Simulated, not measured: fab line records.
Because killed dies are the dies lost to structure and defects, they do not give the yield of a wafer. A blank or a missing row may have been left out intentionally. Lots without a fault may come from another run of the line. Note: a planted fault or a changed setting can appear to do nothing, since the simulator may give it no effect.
Matching of chambers ; flow n5-finfet ; N5_SDB_HM_OPEN_20 on rie-diel-05: 4 sister chambers
The step chemistry CH3F/O2, target SiNx, stops on poly-Si, target depth 24 nm. 15 wafers are shown with their chamber, then 7 later ones without.

## WAFERS PAIRED WITH THEIR CHAMBERS
wafer;chamber;showerhead-plenum-p-Torr (Torr);drypump-motor-current-A (A);throttle-valve-pct (%)
L996.2;2;2.09;5.3;16.48
L996.3;1;2.01;6.2;16.54
L996.5;3;1.92;5.4;16.36
L997.3;3;1.92;5.5;16.34
L997.5;1;2.01;6.2;16.52
L997.6;0;1.91;5.2;16.16
L998.4;2;2.09;5.3;16.51
L998.5;3;1.92;5.4;16.33
L102.1;2;2.09;5.3;16.51
L102.3;3;1.92;5.5;16.36
L102.6;2;2.09;5.3;16.48
L105.2;2;2.09;5.3;16.52
L105.6;2;2.09;5.3;16.52
L112.1;1;2.00;6.1;16.58
L112.3;3;1.91;5.5;16.38

SIGNATURES (means of the wafers above)
reading;chamber 0;chamber 1;chamber 2;chamber 3;scatter within a chamber
showerhead-plenum-p-Torr;1.9100;2.0067;2.0900;1.9180;0.00365
drypump-motor-current-A;5.200;6.167;5.300;5.460;0.0412
throttle-valve-pct;16.1600;16.5467;16.5033;16.3540;0.0216
Rule: distance of a wafer from a chamber = root of the sum over the readings of ((wafer's reading minus chamber's mean) / reading's scatter) squared. If the next closest chamber is less than 2 further off than the closest, the wafer can't be placed; otherwise it belongs to the closest. The scatter: take each reading less its chamber's mean, square it, sum over the shown wafers, divide by the number of wafers less the number of chambers, and take the root.

## WAFERS WITH NO CHAMBER GIVEN
wafer;showerhead-plenum-p-Torr (Torr);drypump-motor-current-A (A);throttle-valve-pct (%)
L112.5;1.91;5.4;16.39
L116.4;1.90;5.1;16.23
L116.5;1.99;6.1;16.61
L116.6;1.90;5.1;16.22
L119.1;2.08;5.3;16.57
L119.4;1.90;5.2;16.24
L119.6;1.99;6.2;16.60

## CHAMBER TAKEN BY EACH
wafer;from the rows above;in truth
L112.5;3;3
L116.4;0;0
L116.5;1;1
L116.6;0;0
L119.1;2;2
L119.4;0;0
L119.6;1;1
Placed correctly: 7 of 7. Can't be placed from these rows: 0. Placed wrongly: 0.
